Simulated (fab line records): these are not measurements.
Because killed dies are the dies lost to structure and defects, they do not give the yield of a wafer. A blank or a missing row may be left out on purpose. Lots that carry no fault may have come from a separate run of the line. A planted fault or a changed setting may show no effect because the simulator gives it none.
A struck lot beside a sound one :: flow n5 finfet :: 15 out of 1938 route steps
Sound: wafers L166.1, L166.2, L166.5. Struck: wafer L175.5 (L175.2, L175.3, from the same lot, were not struck and are left out); the cause is given at the end.
Each step with rows lists, per side, the tool, then ch with its chambers, then its first start. Under that, the readings that differ: sound wafers :: struck wafers :: difference of the means :: sigmas: that difference in standard deviations of wafers without a fault.
alike: readings whose means differ by less than 2 such deviations, and words and numbers that are the same on both sides. not compared: withheld readings, readings that some wafer has no value for, bounds like >300 that may hide the same value, and numbers for which the record gives no deviation and whose values overlap.
Wherever a step has rows on one side only, a row that says differs or no value, or a row with sigmas, the two part there. Non-overlapping numbers with no deviation appear without sigmas and do not part them. Lack of a reading on every wafer of one side parts them only where that side has two or more wafers.

N5_BEOL_M10_TRENCH_ETCH_37: etches SiCOH lowk in C4F6/O2, target depth 148.83 nm, time 48 s.
  sound on rie diel-05 ch 0,1,2; struck on rie diel-04 ch 1
reading: rf fwd power W (W)
sound: 341.7 341.3 339.2
struck: 343.9
difference: +3.2
sigmas: +2
  alike: O2_flow_sccm, drypump motor current A, oes_ar_750_au, oes_f_703_au, oes product au, rf vpp V, showerhead plenum p Torr, throttle valve pct
  not compared: rf hours counter h
N5_BEOL_M10_ETCH_41: etches SiCN in CH3F/O2, target depth 42.6 nm, time 86 s.
  sound on rie diel-05 ch 0,1,2; struck on rie diel-04 ch 1
  alike: O2_flow_sccm, drypump motor current A, oes product au, rf fwd power W, rf vpp V, showerhead plenum p Torr, throttle valve pct
  not compared: rf hours counter h
N5_BEOL_M10_STRIP_77: strips in N2/H2, time 10 s.
  sound on rie diel-05 ch 0,1,2; struck on rie diel-04 ch 1
  alike: bias power w, drypump motor current A, oes product au, rf vpp V, showerhead plenum p Torr, throttle valve pct
  not compared: rf hours counter h
N5_BEOL_M10_OCD_MEAS_38:
  sound: ocd-01 at day 11 16:11; struck: ocd-01 at day 14 12:13
  alike: trench depth nm
then, 4 steps without rows for these wafers: N5_BEOL_M10_HM_STRIP_39 (strips TiN in peroxide tin strip, target depth 25 nm, time 158 s); N5_BEOL_M10_SRD_40 (time 30 s); N5_BEOL_M10_PRECLEAN_42 (cleans in residue remover, time 60 s); N5_BEOL_M10_SRD_43 (time 30 s).
N5_BEOL_M10_CD_MEAS_35: the cd target is 70 nm.
  sound: cd sem-02 at day 11 16:20; struck: cd sem-01 at day 14 12:22
  alike: cd nm
N5_BEOL_M10_CURE_72: cures SiCOH lowk, time 120 s.
  sound on uv cure-02 ch 2, day 11 16:28; struck on uv cure-03 ch 0, day 14 12:31
  alike: lamp power pct, wafer_temp_C_max
N5_BEOL_M10_DEGAS_44: time 60 s.
  sound: pvd sputter-01 at day 11 16:50; struck: pvd sputter-01 at day 14 13:02
  alike: heater power w
then, 1 step without rows for these wafers: N5_BEOL_M10_PRE_CLEAN_45 (time 30 s).
N5_BEOL_M10_ALD_74: deposits TaN, target thk 2 nm, pulse time 2 s, purge time 3 s.
  sound on ald metal-01 ch 0,3, day 11 16:56; struck on ald metal-03 ch 0, day 14 13:10
reading: ald cycles
sound: 40 40 40
struck: 43
difference: +3
sigmas: 
  alike: heater power w, precursor vessel temp c
following that, these wafers have no rows for 1 step: N5_BEOL_M10_SURFACE_TREAT_76.
N5_PASSIVATION_PROBE_49:
  sound wafers here have rows in the record (prober-02, day 14 07:39); struck ones have none

WHERE THEY PART
At N5_BEOL_M10_TRENCH_ETCH_37 first; at N5_PASSIVATION_PROBE_49 last (within this record only).

WHY: what had been put in by the simulator
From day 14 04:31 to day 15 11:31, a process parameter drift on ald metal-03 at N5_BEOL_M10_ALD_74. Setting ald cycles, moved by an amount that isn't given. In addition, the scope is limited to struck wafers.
